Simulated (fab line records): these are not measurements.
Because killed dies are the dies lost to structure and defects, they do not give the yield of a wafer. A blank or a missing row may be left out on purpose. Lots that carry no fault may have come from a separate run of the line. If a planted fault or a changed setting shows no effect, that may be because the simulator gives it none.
Which tool did it? / flow n5Finfet / Sampling: 10 lots, 27 wafers, 7 of 1938 route steps

WHAT THE GAUGES READ, wafer by wafer
N5_SD_EPI_N_OVL_MEAS_10.
lot=L796; measured=day 3 13:12; on=overlay-01; SD_N_BLK_OVL (nm)=-0.1 0.3 0.5
lot=L799; measured=day 4 09:10; on=overlay-01; SD_N_BLK_OVL (nm)=-1.1 -1.9 -1.2
lot=L800; measured=day 4 12:59; on=overlay-01; SD_N_BLK_OVL (nm)=0.3 0.5
lot=L802; measured=day 5 04:26; on=overlay-02; SD_N_BLK_OVL (nm)=-1.1 -0.3 -0.5
lot=L808; measured=day 6 15:47; on=overlay-01; SD_N_BLK_OVL (nm)=1.5 0.5 0.2
lot=L810; measured=day 7 03:37; on=overlay-01; SD_N_BLK_OVL (nm)=0.4 0.0
lot=L812; measured=day 7 12:34; on=overlay-01; SD_N_BLK_OVL (nm)=-1.0 -0.1
lot=L813; measured=day 7 20:19; on=overlay-01; SD_N_BLK_OVL (nm)=-0.6 -0.3 0.2
lot=L814; measured=day 7 23:13; on=overlay-01; SD_N_BLK_OVL (nm)=0.0 0.0 -0.4
lot=L816; measured=day 8 10:50; on=overlay-02; SD_N_BLK_OVL (nm)=0.5 1.4 0.2

N5_SD_EPI_N_EPI_MEAS_23.
lot=L796; measured=day 3 17:23; on=filmMetro-02; thkNm (nm)=59.4 59.1 57.8
lot=L799; measured=day 4 12:38; on=filmMetro-02; thkNm (nm)=58.5 59.8 59.4
lot=L800; measured=day 4 17:10; on=filmMetro-02; thkNm (nm)=60.5 59.2
lot=L802; measured=day 5 07:53; on=filmMetro-01; thkNm (nm)=59.6 61.0 59.3
lot=L808; measured=day 6 19:14; on=filmMetro-02; thkNm (nm)=58.4 58.5 37.8
lot=L810; measured=day 7 07:03; on=filmMetro-01; thkNm (nm)=60.4 37.3
lot=L812; measured=day 7 16:00; on=filmMetro-01; thkNm (nm)=56.7 38.8
lot=L813; measured=day 8 00:34; on=filmMetro-02; thkNm (nm)=57.1 60.2 58.5
lot=L814; measured=day 8 02:44; on=filmMetro-02; thkNm (nm)=59.3 58.7 58.8
lot=L816; measured=day 8 14:30; on=filmMetro-01; thkNm (nm)=59.6 59.7 59.5

N5_SD_ACTIVATION_RS_MEAS_03: a four-point-probe measurement.
lot=L796; measured=day 3 23:31; on=filmMetro-01; RS_SD_N (ohm/sq)=21.86 22.03 22.40; RS_SD_P (ohm/sq)=55.5 55.4 56.1
lot=L799; measured=day 4 17:56; on=filmMetro-02; RS_SD_N (ohm/sq)=21.53 22.13 22.26; RS_SD_P (ohm/sq)=54.4 54.6 54.3
lot=L800; measured=day 4 22:51; on=filmMetro-02; RS_SD_N (ohm/sq)=21.79 21.76; RS_SD_P (ohm/sq)=57.1 55.7
lot=L802; measured=day 5 13:55; on=filmMetro-02; RS_SD_N (ohm/sq)=21.63 21.42 21.94; RS_SD_P (ohm/sq)=56.9 57.3 57.2
lot=L808; measured=day 7 00:54; on=filmMetro-01; RS_SD_N (ohm/sq)=22.01 22.00 32.78; RS_SD_P (ohm/sq)=55.4 54.0 54.8
lot=L810; measured=day 7 12:19; on=filmMetro-01; RS_SD_N (ohm/sq)=21.98 33.43; RS_SD_P (ohm/sq)=57.0 55.8
lot=L812; measured=day 7 21:14; on=filmMetro-01; RS_SD_N (ohm/sq)=22.19 33.36; RS_SD_P (ohm/sq)=55.3 55.9
lot=L813; measured=day 8 06:46; on=filmMetro-01; RS_SD_N (ohm/sq)=21.63 21.56 22.00; RS_SD_P (ohm/sq)=55.6 56.3 55.5
lot=L814; measured=day 8 07:55; on=filmMetro-02; RS_SD_N (ohm/sq)=22.05 21.75 22.03; RS_SD_P (ohm/sq)=54.1 55.0 54.3
lot=L816; measured=day 8 20:28; on=filmMetro-01; RS_SD_N (ohm/sq)=21.73 21.99 21.58; RS_SD_P (ohm/sq)=56.2 55.7 55.8

N5_BEOL_M4_RC_MEAS_101.
lot=L796; measured=day 9 13:56; on=prober-02; DIBL_N (mV/V)=37.0 35.3 35.9; DIBL_P (mV/V)=37.4 34.5 34.9; IOFF_N (nA/um)=0.162 0.136 0.135; IOFF_P (nA/um)=0.21 0.17 0.18; ION_N (uA/um)=683 675 659; ION_P (uA/um)=468 464 451; REXT_N (ohm.um)=75.5 74.2 76.0; RS_SD_N (ohm/sq)=28.4 28.6 28.6; SS_N (mV/dec)=70.9 71.0 70.8; SS_P (mV/dec)=74.1 72.6 73.1; VT_N (mV)=248 249 252; VT_P (mV)=-250 -253 -255
lot=L799; measured=day 10 22:27; on=prober-01; DIBL_N (mV/V)=33.6 36.9 34.7; DIBL_P (mV/V)=34.2 38.5 35.2; IOFF_N (nA/um)=0.113 0.172 0.136; IOFF_P (nA/um)=0.19 0.26 0.21; ION_N (uA/um)=644 676 673; ION_P (uA/um)=456 473 473; REXT_N (ohm.um)=75.2 76.2 73.8; RS_SD_N (ohm/sq)=28.4 28.4 28.2; SS_N (mV/dec)=71.4 71.7 71.2; SS_P (mV/dec)=72.4 73.6 72.9; VT_N (mV)=255 248 253; VT_P (mV)=-247 -245 -248
lot=L800; measured=day 10 23:28; on=prober-02; DIBL_N (mV/V)=36.8 34.7; DIBL_P (mV/V)=37.0 35.1; IOFF_N (nA/um)=0.170 0.134; IOFF_P (nA/um)=0.20 0.18; ION_N (uA/um)=665 667; ION_P (uA/um)=449 457; REXT_N (ohm.um)=74.9 75.0; RS_SD_N (ohm/sq)=28.3 28.3; SS_N (mV/dec)=71.2 71.4; SS_P (mV/dec)=73.4 73.4; VT_N (mV)=247 253; VT_P (mV)=-253 -252
lot=L802; measured=day 11 05:56; on=prober-01; DIBL_N (mV/V)=34.2 35.1 36.6; DIBL_P (mV/V)=33.1 34.1 36.1; IOFF_N (nA/um)=0.111 0.124 0.150; IOFF_P (nA/um)=0.15 0.15 0.18; ION_N (uA/um)=654 647 663; ION_P (uA/um)=447 441 451; REXT_N (ohm.um)=73.7 73.3 73.8; RS_SD_N (ohm/sq)=28.1 27.5 28.1; SS_N (mV/dec)=71.0 71.6 72.1; SS_P (mV/dec)=71.8 72.7 73.1; VT_N (mV)=257 255 251; VT_P (mV)=-257 -255 -256
lot=L808; measured=day 12 21:17; on=prober-01; DIBL_N (mV/V)=34.8 37.0 38.3; DIBL_P (mV/V)=36.5 39.1 39.4; IOFF_N (nA/um)=0.157 0.203 0.210; IOFF_P (nA/um)=0.21 0.26 0.26; ION_N (uA/um)=672 695 666; ION_P (uA/um)=461 470 466; REXT_N (ohm.um)=74.9 75.5 86.6; RS_SD_N (ohm/sq)=28.7 28.2 42.7; SS_N (mV/dec)=71.3 71.8 72.0; SS_P (mV/dec)=72.7 73.6 73.6; VT_N (mV)=249 245 246; VT_P (mV)=-250 -246 -248
lot=L810; measured=day 13 13:57; on=prober-01; DIBL_N (mV/V)=37.7 36.4; DIBL_P (mV/V)=38.1 36.1; IOFF_N (nA/um)=0.196 0.145; IOFF_P (nA/um)=0.22 0.20; ION_N (uA/um)=686 656; ION_P (uA/um)=459 466; REXT_N (ohm.um)=76.4 89.6; RS_SD_N (ohm/sq)=28.6 43.5; SS_N (mV/dec)=71.2 71.3; SS_P (mV/dec)=73.9 72.8; VT_N (mV)=244 251; VT_P (mV)=-251 -250
lot=L812; measured=day 13 06:11; on=prober-02; DIBL_N (mV/V)=35.6 37.0; DIBL_P (mV/V)=35.8 35.7; IOFF_N (nA/um)=0.151 0.141; IOFF_P (nA/um)=0.20 0.20; ION_N (uA/um)=687 653; ION_P (uA/um)=469 459; REXT_N (ohm.um)=77.7 90.2; RS_SD_N (ohm/sq)=28.7 43.3; SS_N (mV/dec)=71.3 71.3; SS_P (mV/dec)=73.7 72.6; VT_N (mV)=250 252; VT_P (mV)=-250 -249
lot=L813; measured=day 14 05:24; on=prober-02; DIBL_N (mV/V)=35.8 33.6 34.9; DIBL_P (mV/V)=34.9 31.3 33.4; IOFF_N (nA/um)=0.155 0.109 0.135; IOFF_P (nA/um)=0.19 0.14 0.17; ION_N (uA/um)=680 653 674; ION_P (uA/um)=462 449 463; REXT_N (ohm.um)=73.5 73.6 74.3; RS_SD_N (ohm/sq)=28.0 27.9 28.3; SS_N (mV/dec)=71.8 71.5 71.9; SS_P (mV/dec)=72.8 73.0 72.8; VT_N (mV)=249 257 250; VT_P (mV)=-252 -256 -253
lot=L814; measured=day 14 16:58; on=prober-02; DIBL_N (mV/V)=35.5 36.1 35.4; DIBL_P (mV/V)=33.7 34.1 33.8; IOFF_N (nA/um)=0.136 0.144 0.135; IOFF_P (nA/um)=0.21 0.21 0.20; ION_N (uA/um)=674 661 664; ION_P (uA/um)=473 459 459; REXT_N (ohm.um)=75.2 74.5 74.8; RS_SD_N (ohm/sq)=28.5 29.0 28.3; SS_N (mV/dec)=70.9 71.4 71.3; SS_P (mV/dec)=72.8 73.5 73.4; VT_N (mV)=254 251 251; VT_P (mV)=-250 -246 -247
lot=L816; measured=day 15 06:46; on=prober-01; DIBL_N (mV/V)=35.3 35.7 37.0; DIBL_P (mV/V)=36.1 36.1 37.1; IOFF_N (nA/um)=0.156 0.171 0.177; IOFF_P (nA/um)=0.23 0.22 0.23; ION_N (uA/um)=681 677 676; ION_P (uA/um)=467 468 465; REXT_N (ohm.um)=73.2 74.1 72.6; RS_SD_N (ohm/sq)=28.3 28.3 27.9; SS_N (mV/dec)=71.0 71.2 71.9; SS_P (mV/dec)=73.7 74.0 74.4; VT_N (mV)=248 249 251; VT_P (mV)=-249 -250 -250

WHAT TOOL EACH LOT RAN ON (gives the tool, then ch and the chambers of the sampled wafers, and finally the start)
lot=L796; N5_SPACER0_ALD_07=aldSin-03 ch 1,2,3, day 3 12:13; N5_SD_EPI_N_SD_RECESS_17=rieSi-02 ch 0,1,2, day 3 13:57; N5_SD_EPI_N_EPI_21=epiRpcvd-01 ch 0, day 3 15:07
lot=L799; N5_SPACER0_ALD_07=aldSin-04 ch 0,2,3, day 4 08:10; N5_SD_EPI_N_SD_RECESS_17=rieSi-04 ch 0,1, day 4 09:55; N5_SD_EPI_N_EPI_21=epiRpcvd-01 ch 0, day 4 10:54
lot=L800; N5_SPACER0_ALD_07=aldSin-04 ch 0,3, day 4 12:03; N5_SD_EPI_N_SD_RECESS_17=rieSi-01 ch 1,2, day 4 13:46; N5_SD_EPI_N_EPI_21=epiRpcvd-04 ch 0, day 4 16:23
lot=L802; N5_SPACER0_ALD_07=aldSin-04 ch 0,2, day 5 03:33; N5_SD_EPI_N_SD_RECESS_17=rieSi-02 ch 0,2,3, day 5 05:11; N5_SD_EPI_N_EPI_21=epiRpcvd-04 ch 0, day 5 06:10
lot=L808; N5_SPACER0_ALD_07=aldSin-04 ch 0,3, day 6 14:47; N5_SD_EPI_N_SD_RECESS_17=rieSi-02 ch 2,3, day 6 16:32; N5_SD_EPI_N_EPI_21=epiRpcvd-04 ch 0, day 6 18:05
lot=L810; N5_SPACER0_ALD_07=aldSin-01 ch 0, day 7 02:44; N5_SD_EPI_N_SD_RECESS_17=rieSi-04 ch 1,3, day 7 04:21; N5_SD_EPI_N_EPI_21=epiRpcvd-04 ch 0, day 7 05:20
lot=L812; N5_SPACER0_ALD_07=aldSin-04 ch 1,3, day 7 11:34; N5_SD_EPI_N_SD_RECESS_17=rieSi-02 ch 0,1, day 7 13:18; N5_SD_EPI_N_EPI_21=epiRpcvd-04 ch 0, day 7 14:34
lot=L813; N5_SPACER0_ALD_07=aldSin-04 ch 0,3, day 7 19:19; N5_SD_EPI_N_SD_RECESS_17=rieSi-01 ch 0,1, day 7 21:07; N5_SD_EPI_N_EPI_21=epiRpcvd-02 ch 0, day 7 22:17
lot=L814; N5_SPACER0_ALD_07=aldSin-01 ch 0,1,3, day 7 22:13; N5_SD_EPI_N_SD_RECESS_17=rieSi-02 ch 0,3, day 8 00:01; N5_SD_EPI_N_EPI_21=epiRpcvd-01 ch 0, day 8 01:00
lot=L816; N5_SPACER0_ALD_07=aldSin-04 ch 0,2,3, day 8 09:50; N5_SD_EPI_N_SD_RECESS_17=rieSi-02 ch 0,1,3, day 8 11:47; N5_SD_EPI_N_EPI_21=epiRpcvd-01 ch 0, day 8 12:47
- N5_SPACER0_ALD_07: deposits SiNx, target thk 2 nm.
- N5_SD_EPI_N_SD_RECESS_17: chemistry HBr/Cl2/O2, target depth 41 nm, time 23.7 s, bt time 3 s.
- N5_SD_EPI_N_EPI_21: deposits Si:P, time 690 s.

WHAT THE TOOLS THEMSELVES READ (means of the sampled wafers that have a number; where no wafer has one, the mark that the record gives instead)
N5_SPACER0_ALD_07.
lot=L796; tool=aldSin-03; heaterPowerW (W)=848
lot=L799; tool=aldSin-04; heaterPowerW (W)=880
lot=L800; tool=aldSin-04; heaterPowerW (W)=894
lot=L802; tool=aldSin-04; heaterPowerW (W)=891
lot=L808; tool=aldSin-04; heaterPowerW (W)=887
lot=L810; tool=aldSin-01; heaterPowerW (W)=822
lot=L812; tool=aldSin-04; heaterPowerW (W)=786
lot=L813; tool=aldSin-04; heaterPowerW (W)=883
lot=L814; tool=aldSin-01; heaterPowerW (W)=823
lot=L816; tool=aldSin-04; heaterPowerW (W)=862

N5_SD_EPI_N_SD_RECESS_17.
lot=L796; tool=rieSi-02; drypumpMotorCurrentA (A)=5.8; oesProductAu (a.u.)=0.994; throttleValvePct (%)=36.90
lot=L799; tool=rieSi-04; drypumpMotorCurrentA (A)=5.6; oesProductAu (a.u.)=0.987; throttleValvePct (%)=37.01
lot=L800; tool=rieSi-01; drypumpMotorCurrentA (A)=5.3; oesProductAu (a.u.)=0.996; throttleValvePct (%)=37.26
lot=L802; tool=rieSi-02; drypumpMotorCurrentA (A)=5.7; oesProductAu (a.u.)=0.976; throttleValvePct (%)=36.96
lot=L808; tool=rieSi-02; drypumpMotorCurrentA (A)=5.5; oesProductAu (a.u.)=0.974; throttleValvePct (%)=37.22
lot=L810; tool=rieSi-04; drypumpMotorCurrentA (A)=5.1; oesProductAu (a.u.)=1.008; throttleValvePct (%)=36.92
lot=L812; tool=rieSi-02; drypumpMotorCurrentA (A)=6.0; oesProductAu (a.u.)=0.997; throttleValvePct (%)=36.70
lot=L813; tool=rieSi-01; drypumpMotorCurrentA (A)=5.8; oesProductAu (a.u.)=0.995; throttleValvePct (%)=37.19
lot=L814; tool=rieSi-02; drypumpMotorCurrentA (A)=5.9; oesProductAu (a.u.)=0.976; throttleValvePct (%)=36.71
lot=L816; tool=rieSi-02; drypumpMotorCurrentA (A)=5.8; oesProductAu (a.u.)=0.998; throttleValvePct (%)=36.79

THE ANSWER, worked out from the rows above alone
Rule: usual is defined by the lots themselves. The widest of any qualifying gaps counts: lots, ordered by their means at a reading, are off when they make up no more than a third of the lots, leave a main group of 4 or more, and stand apart from it by 3 or more times the standard deviation of that group's means. The tables above print the reading to a certain number of digits; a main group whose means all agree to those digits is not used. A lot without any number at a reading at which 4 lots or more have one is off too. Any other lot the step has rows for is counted as sound. Order of review: gauges by route order, followed by the tools' own readings, for which a lot's mean as printed above is used. The first step at which some lot is off is used, and at that step the reading that is off furthest; a lot without a number counts as furthest.
Off, at N5_SD_EPI_N_EPI_MEAS_23 on thkNm: L808, L810, L812. Mean 59.3 nm and standard deviation 0.5 in the main group.
A tool fits if, at a process step before that reading, it ran every lot that is off, and no sound lot after the first of them. The gauges at N5_SD_EPI_N_EPI_MEAS_23 aren't tried: what is off there is off at N5_BEOL_M4_RC_MEAS_101 too, on other tools, and a gauge's error can't cause that. One fits: N5_SD_EPI_N_EPI_21 on epiRpcvd-04. Its last sound lot is L802 (day 5 06:10), its first lot that is off L808 (day 6 18:05): a fault that began between those two fits.

WHAT THE SIMULATOR PUT IN
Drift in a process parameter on epiRpcvd-04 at N5_SD_EPI_N_EPI_21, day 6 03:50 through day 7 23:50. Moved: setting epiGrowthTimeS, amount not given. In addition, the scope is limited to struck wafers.
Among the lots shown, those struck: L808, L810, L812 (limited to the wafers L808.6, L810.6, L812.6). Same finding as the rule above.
